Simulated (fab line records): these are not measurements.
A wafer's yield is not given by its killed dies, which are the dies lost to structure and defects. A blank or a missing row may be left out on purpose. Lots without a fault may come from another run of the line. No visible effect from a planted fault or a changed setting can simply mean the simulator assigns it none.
fab line records	flow nand-harc
[record] lots = 12	wafers = 36	last-day = 33
route steps=1302 shown P_GATE@141 END@1302
lots with no fault: from the same line, run without faults
start-h: the number of hours between the record's first day and the start of the first shown wafer of the lot	wait-h: time in hours since the lot's previous step	" as in the row above	L1.1+2: a single row standing in for several wafers	- either no value or no given start	* or withheld: withheld	< > ~ a bound
route shown NAME@n: NAME is a module with steps in the file, n the number in the route of the first one	usual: average and standard deviation across the fault-free wafers	same: alike in all rows	chamber/n: place in a boat	sites: readings site by site	_std_site: the values' standard deviation	_edge_site: inner sites' mean taken away from outer sites' mean	radius-mm: how far each site lies from the wafer's centre	mask NAME#n: copy n	behind: the last tool/chamber to shape the wafer	hold: reason for holding the lot/hours on hold/outcome of the hold	device: transistor that didn't switch, given as n, p or np	end of line: at the end of the route, the tests of the same wafers	a step with no rows: only its recipe	killed: dies lost to structure and defects at the first sort, not the wafer's yield	map: shows each die of a wafer: x if killed, . if not, _ if none is there
set.NAME: the setting the step ran with; set.NAME@STEP: the setting that earlier step ran with	model.NAME: the simulator's own value behind a step, which no gauge read
steps of the route over a sample of lots; a table a step, a row a wafer
services: from which hour (start-h, from the record's first day; less than 0 if before it) a tool's chamber was out of use, for how many hours, and why
[[steps]]
[step NHARC_P_GATE_CD_MEAS_26]
[recipe] target-cd-nm = 120	landing-energy-ev = 500
[usual] cd-nm = 120.0/0.65
lot.wafer	tool	chamber	start-h	wait-h	cd-nm
L497.3	cd-sem-03	0	95.31	-	119.6
L497.4	"	0	"	"	119.2
L497.5	"	0	"	"	120.2
L500.1	cd-sem-01	0	130.26	-	119.7
L500.4	"	0	"	"	120.4
L500.5	"	0	"	"	119.6
L502.4	cd-sem-02	0	152.27	-	120.9
L502.5	"	0	"	"	120.5
L502.6	"	0	"	"	120.5
L504.1	cd-sem-01	0	169.43	-	120.9
L504.4	"	0	"	"	120.4
L504.5	"	0	"	"	120.4
L507.1	cd-sem-01	0	201.46	-	119.1
L507.2	"	0	"	"	119.0
L507.5	"	0	"	"	120.2
L509.1	cd-sem-01	0	215.15	-	119.7
L509.4	"	0	"	"	119.1
L509.6	"	0	"	"	120.1
L511.4	cd-sem-03	0	244.82	-	120.2
L511.5	"	0	"	"	120.8
L511.6	"	0	"	"	121.1
L513.3	cd-sem-02	0	260.48	-	119.8
L513.4	"	0	"	"	119.5
L513.5	"	0	"	"	120.2
L514.1	cd-sem-01	0	278.41	-	120.6
L514.4	"	0	"	"	119.5
L514.5	"	0	"	"	120.9
L515.1	cd-sem-02	0	285.97	-	120.3
L515.2	"	0	"	"	120.1
L515.3	"	0	"	"	120.7
L518.2	cd-sem-03	0	303.42	-	120.6
L518.4	"	0	"	"	120.3
L518.6	"	0	"	"	120.8
L519.1	cd-sem-02	0	319.97	-	119.3
L519.2	"	0	"	"	119.9
L519.5	"	0	"	"	120.6
[step NHARC_P_GATE_ETCH_104]
[recipe] target-depth-a = 600	time-s = withheld	cf4-flow-sccm = 100	chf3-flow-sccm = 30	ar-flow-sccm = 0	rf-w = 500	bias-w = 200	chemistry = CF4/CHF3
[usual] chamber-pressure-mTorr = 24.995/0.023	drypump-motor-current-A = 5.5/0.34	oes-product-au = 0.949/0.021	rf-vpp-V = 371.4/2.2	showerhead-plenum-p-Torr = 1.60/0.061	throttle-valve-pct = 16.802/0.0089
lot.wafer	tool	chamber	start-h	wait-h	chamber-pressure-mTorr	drypump-motor-current-A	oes-product-au	rf-vpp-V	showerhead-plenum-p-Torr	throttle-valve-pct
L497.4	rie-diel-03	3	95.57	0.1	24.937	5.3	0.957	370.0	1.60	16.804
L497.3	"	1	"	"	24.990	6.0	0.985	368.6	1.51	16.810
L497.5	"	3	"	"	25.008	5.3	0.956	371.4	1.60	16.814
L500.1	rie-diel-05	0	130.53	0.1	24.978	5.2	0.938	373.4	1.67	16.805
L500.4	"	2	"	"	25.004	5.6	0.930	368.0	1.52	16.801
L500.5	"	3	"	"	25.002	6.2	0.931	371.4	1.63	16.798
L502.4	rie-diel-05	1	152.54	0.1	25.014	5.4	0.924	373.3	1.64	16.811
L502.6	"	0	"	"	25.040	5.2	0.920	374.3	1.67	16.808
L502.5	"	1	"	"	24.990	5.4	0.913	372.5	1.64	16.815
L504.4	rie-diel-02	1	169.70	0.1	24.991	5.7	0.919	373.9	1.62	16.811
L504.1	"	2	"	"	25.006	5.3	0.926	368.1	1.50	16.804
L504.5	"	1	"	"	24.998	5.7	0.911	370.7	1.62	16.817
L507.2	rie-diel-05	2	201.74	0.1	25.015	5.6	0.966	368.8	1.52	16.782
L507.1	"	0	"	"	25.016	5.2	0.960	372.9	1.67	16.792
L507.5	"	2	"	"	24.968	5.6	0.975	370.0	1.52	16.814
L509.1	rie-diel-02	0	215.42	0.1	24.976	5.5	0.983	368.5	1.50	16.820
L509.4	"	1	"	"	24.998	5.7	0.950	372.2	1.62	16.817
L509.6	"	3	"	"	24.986	5.2	0.976	371.7	1.62	16.781
L511.5	rie-diel-05	1	245.10	0.1	24.988	5.4	0.942	371.2	1.64	16.805
L511.6	"	2	"	"	25.003	5.6	0.949	370.0	1.52	16.792
L511.4	"	0	"	"	25.022	5.2	0.971	374.3	1.67	16.812
L513.4	rie-diel-05	0	260.75	0.1	24.981	5.3	0.663	375.4	1.67	16.795
L513.3	"	1	"	"	24.995	5.4	0.975	371.6	1.63	16.811
L513.5	"	3	"	"	25.015	6.2	0.657	373.3	1.62	16.807
L514.1	rie-diel-05	1	278.69	0.1	24.997	5.5	0.964	373.3	1.63	16.797
L514.4	"	2	"	"	24.988	5.6	0.661	367.0	1.52	16.817
L514.5	"	1	"	"	24.969	5.4	0.657	372.3	1.63	16.803
L515.1	rie-diel-02	0	286.24	0.1	25.043	5.5	0.922	367.3	1.50	16.801
L515.3	"	1	"	"	24.965	5.7	0.928	373.6	1.62	16.796
L515.2	"	2	"	"	24.996	5.3	0.934	368.1	1.50	16.807
L518.4	rie-diel-02	3	303.69	0.1	25.033	5.2	0.929	370.8	1.62	16.800
L518.2	"	0	"	"	24.977	5.5	0.931	368.0	1.50	16.800
L518.6	"	0	"	"	25.020	5.5	0.924	367.8	1.50	16.812
L519.2	rie-diel-02	1	320.25	0.1	24.992	5.7	0.988	371.4	1.62	16.791
L519.1	"	3	"	"	24.993	5.2	0.967	372.9	1.62	16.807
L519.5	"	0	"	"	24.996	5.5	0.989	368.2	1.50	16.804
[step NHARC_P_GATE_ALD_36]
[recipe] target-thk-a = 200	pulse-time-s = 60	ald-cycles = 223	temp-c = 400	material = SiNx
[usual] heater-power-w = 840/59	precursor-pulse-height-rel = 1.001/0.02
[same] ald-cycles = 223
lot.wafer	tool	chamber	start-h	wait-h	heater-power-w	precursor-pulse-height-rel
L497.3	ald-sin-04	1	96.75	-	794	0.996
L497.4	"	3	98.85	-	893	0.992
L497.5	"	1	100.94	-	808	0.986
L500.1	ald-sin-04	3	131.70	-	912	0.971
L500.4	"	1	133.83	-	798	1.004
L500.5	"	0	137.03	-	881	1.000
L502.6	ald-sin-01	2	157.96	-	781	0.972
L502.5	"	3	159.38	-	954	0.983
L502.4	"	1	160.80	-	850	1.010
L504.1	ald-sin-02	1	172.28	-	815	0.979
L504.5	"	0	175.07	-	894	1.013
L504.4	"	1	176.47	-	796	0.983
L507.2	ald-sin-02	3	203.96	-	725	0.971
L507.1	"	1	206.09	-	810	0.956
L507.5	"	2	207.16	-	845	1.021
L509.4	ald-sin-01	2	216.62	-	793	1.017
L509.1	"	1	219.80	-	868	1.019
L509.6	"	3	221.92	-	940	0.994
L511.4	ald-sin-04	3	248.46	-	942	0.977
L511.5	"	1	250.58	-	807	0.996
L511.6	"	2	251.65	-	781	1.000
L513.4	ald-sin-02	0	261.92	-	889	1.017
L513.3	"	1	262.98	-	815	0.997
L513.5	"	0	266.15	-	867	0.999
L514.1	ald-sin-04	0	282.61	-	886	1.004
L514.5	"	1	283.99	-	806	1.007
L514.4	"	0	286.75	-	877	0.989
L515.1	ald-sin-01	2	287.42	-	790	1.017
L515.3	"	0	289.54	-	888	0.993
L515.2	"	1	290.61	-	853	0.969
L518.2	ald-sin-01	1	304.89	-	869	1.003
L518.4	"	3	307.01	-	858	0.966
L518.6	"	1	309.14	-	895	0.993
L519.2	ald-sin-04	0	323.58	-	911	1.043
L519.1	"	1	324.63	-	778	1.008
L519.5	"	2	325.67	-	756	0.994
[step NHARC_P_GATE_STRIP_112]
[recipe] power-w = 1500	temp-c = 110	time-s = 200	chemistry = N2/H2
[usual] drypump-motor-current-A = 5.75/0.3	heater-power-w = 90/8.2
lot.wafer	tool	chamber	start-h	wait-h	drypump-motor-current-A	heater-power-w	rf-hours-counter-h
L497.3	plasma-asher-01	0	109.74	0.2	5.47	114	-
L497.4	"	1	"	"	6.26	84	-
L497.5	"	0	"	"	5.48	113	-
L500.1	plasma-asher-02	1	144.52	0.2	5.84	84	13
L500.4	"	1	"	"	5.84	82	-
L500.5	"	0	"	"	5.52	91	-
L502.4	plasma-asher-02	1	169.07	0.2	5.82	81	-
L502.5	"	1	"	"	5.79	83	-
L502.6	"	0	"	"	5.51	91	-
L504.1	plasma-asher-01	1	185.85	0.2	6.30	87	1
L504.4	"	0	"	"	5.47	104	-
L504.5	"	1	"	"	6.28	84	-
L507.1	plasma-asher-02	1	215.75	0.2	5.77	84	30
L507.2	"	0	"	"	5.52	91	30
L507.5	"	1	"	"	5.80	81	-
L509.1	plasma-asher-01	1	229.41	0.2	6.27	84	11
L509.4	"	1	"	"	6.29	85	-
L509.6	"	1	"	"	6.29	86	-
L511.4	plasma-asher-01	0	259.14	0.2	5.45	102	-
L511.6	"	0	"	"	5.47	100	-
L511.5	"	1	"	"	6.23	81	-
L513.4	plasma-asher-02	1	274.71	0.2	5.80	83	-
L513.3	"	0	"	"	5.49	89	-
L513.5	"	0	"	"	5.50	89	-
L514.1	plasma-asher-01	0	294.53	0.2	5.48	100	25
L514.4	"	1	"	"	6.25	87	-
L514.5	"	0	"	"	5.48	102	-
L515.2	plasma-asher-02	1	300.14	0.2	5.76	84	8
L515.1	"	0	"	"	5.52	87	8
L515.3	"	0	"	"	5.53	88	-
L518.2	plasma-asher-02	1	318.13	0.2	5.80	85	12
L518.4	"	0	"	"	5.52	85	-
L518.6	"	1	"	"	5.85	87	-
L519.2	plasma-asher-02	1	334.28	0.2	5.84	84	16
L519.1	"	0	"	"	5.52	91	16
L519.5	"	0	"	"	5.52	89	-
[step NHARC_END_SORT_01]
[recipe] temp-c = 25
[usual] killed-at-array = 57/20	killed-at-other = 1.0/1.5	killed-at-periphery = 3.5/2.5	killed-dies = 62/21	killed-open = 3.5/1.9	killed-short = 2.4/1.6
[same] gross-dies = 677
lot.wafer	tool	chamber	start-h	wait-h	killed-at-array	killed-at-other	killed-at-periphery	killed-dies	killed-open	killed-short
L507.1	prober-01	0	667.09	2.5	39	2	3	44	4	2
L507.2	prober-01	0	667.89	2.8	52	0	2	54	3	1
L507.5	prober-01	0	670.30	3.7	45	1	4	50	6	3
L511.4	prober-02	0	706.22	3.4	59	1	3	63	3	1
L511.5	prober-02	0	707.03	3.7	71	1	4	76	5	3
L511.6	prober-02	0	707.83	4.0	74	0	1	75	8	0
// killed by level:class
L507.1 A_SLIT:chamber-film-flake=19 A_CHANNEL_HOLE_D1:chamber-film-flake=7 A_CONTACT:chamber-film-flake=3 A_STAIRCASE:chamber-film-flake=2 THIN_TSV:chamber-film-flake=2 P_CONTACT:geometric-particle:short=1 P_CONTACT:geometric-particle:open=1 P_M0:geometric-particle:open=1
L507.2 A_SLIT:chamber-film-flake=29 A_CHANNEL_HOLE_D1:chamber-film-flake=6 A_CONTACT:chamber-film-flake=4 A_CHANNEL_FILL_D2:chamber-film-flake=3 A_STAIRCASE:chamber-film-flake=3 A_DECK1_JOINT:chamber-film-flake=2 A_CHANNEL_HOLE_D2:chamber-film-flake=2 P_GATE:geometric-particle:open=1
L507.5 A_SLIT:chamber-film-flake=28 A_CHANNEL_HOLE_D1:chamber-film-flake=4 P_CONTACT:geometric-particle:open=2 A_CHANNEL_HOLE_D2:chamber-film-flake=2 A_M0:chamber-film-flake=2 P_M0:geometric-particle:open=1 P_M0:geometric-particle:short=1 A_ONON_D1:geometric-particle:short=1
L511.4 A_SLIT:chamber-film-flake=25 A_CHANNEL_HOLE_D2:chamber-film-flake=12 A_CHANNEL_HOLE_D1:chamber-film-flake=9 A_CONTACT:chamber-film-flake=6 A_STAIRCASE:chamber-film-flake=3 P_M0:geometric-particle:open=1 A_SGD_CUT:geometric-particle:open=1 A_CONTACT:geometric-particle:open=1
L511.5 A_SLIT:chamber-film-flake=27 A_CHANNEL_HOLE_D2:chamber-film-flake=14 A_CHANNEL_HOLE_D1:chamber-film-flake=11 A_CONTACT:chamber-film-flake=6 A_STAIRCASE:chamber-film-flake=3 A_BONDPAD:chamber-film-flake=3 P_STI:geometric-particle:open=2 P_CONTACT:geometric-particle:short=1
L511.6 A_SLIT:chamber-film-flake=28 A_CHANNEL_HOLE_D2:chamber-film-flake=15 A_CONTACT:chamber-film-flake=8 A_CHANNEL_HOLE_D1:chamber-film-flake=7 A_STAIRCASE:chamber-film-flake=3 A_CONTACT:geometric-particle:open=2 A_DECK1_JOINT:chamber-film-flake=2 P_M0:geometric-particle:open=1
[[services]]
tool	chamber	start-h	hours	kind
plasma-asher-02	-	72.58	9.0	pm
rie-diel-05	1	75.75	5.2	repair
rie-diel-05	3	76.88	5.5	repair
ald-sin-04	-	83.02	10.0	pm
plasma-asher-01	-	84.98	1.4	repair
ald-sin-01	-	93.71	0.6	repair
ald-sin-04	-	107.04	0.7	repair
ald-sin-01	0	144.71	15.4	repair
rie-diel-02	1	162.74	4.3	repair
plasma-asher-01	-	165.23	9.0	pm
rie-diel-05	2	172.28	2.9	repair
plasma-asher-02	-	211.99	0.4	repair
rie-diel-05	2	213.12	16.3	repair
rie-diel-02	-	216.70	9.0	pm
rie-diel-02	3	226.08	7.2	repair
rie-diel-05	-	229.71	9.0	pm
plasma-asher-01	-	230.19	0.8	repair
ald-sin-01	0	239.13	1.8	repair
plasma-asher-02	-	249.58	9.0	pm
rie-diel-02	0	259.82	4.5	repair
ald-sin-04	-	261.02	10.0	pm
rie-diel-05	-	270.64	0.6	repair
rie-diel-05	0	288.36	4.4	repair
rie-diel-02	2	333.14	15.6	repair
[[key]]
[first-sign] step = NHARC_P_GATE_ETCH_104	reading = oes-product-au	direction = down	sigmas = 14	usual = 0.949	struck = 0.660
effect none on later readings
met-at NHARC_P_GATE_ETCH_104
struck-lots L513,L514
struck-wafers L513.4,L513.5,L514.4,L514.5
tester-left-out L513,L514
not-acting-at NHARC_P_GATE_CD_MEAS_26,NHARC_P_GATE_ALD_36,NHARC_P_GATE_STRIP_112
onset-between 245.10 260.75
[fault] kind = process-parameter-drift	tool = rie-diel-05	chamber = -	onset-h = 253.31	steps = NHARC_P_GATE_ETCH_104	channel = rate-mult	offset = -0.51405	shape = step	end-h = 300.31	scope = struck-wafers-only
// tester-left-out: of these lots the tester's yield and bins aren't shown, on N5 and GAA mostly nor the transistor test; their killed dies are dies lost to structure and defects alone, not to doping, threshold or leakage, so they don't give the yield
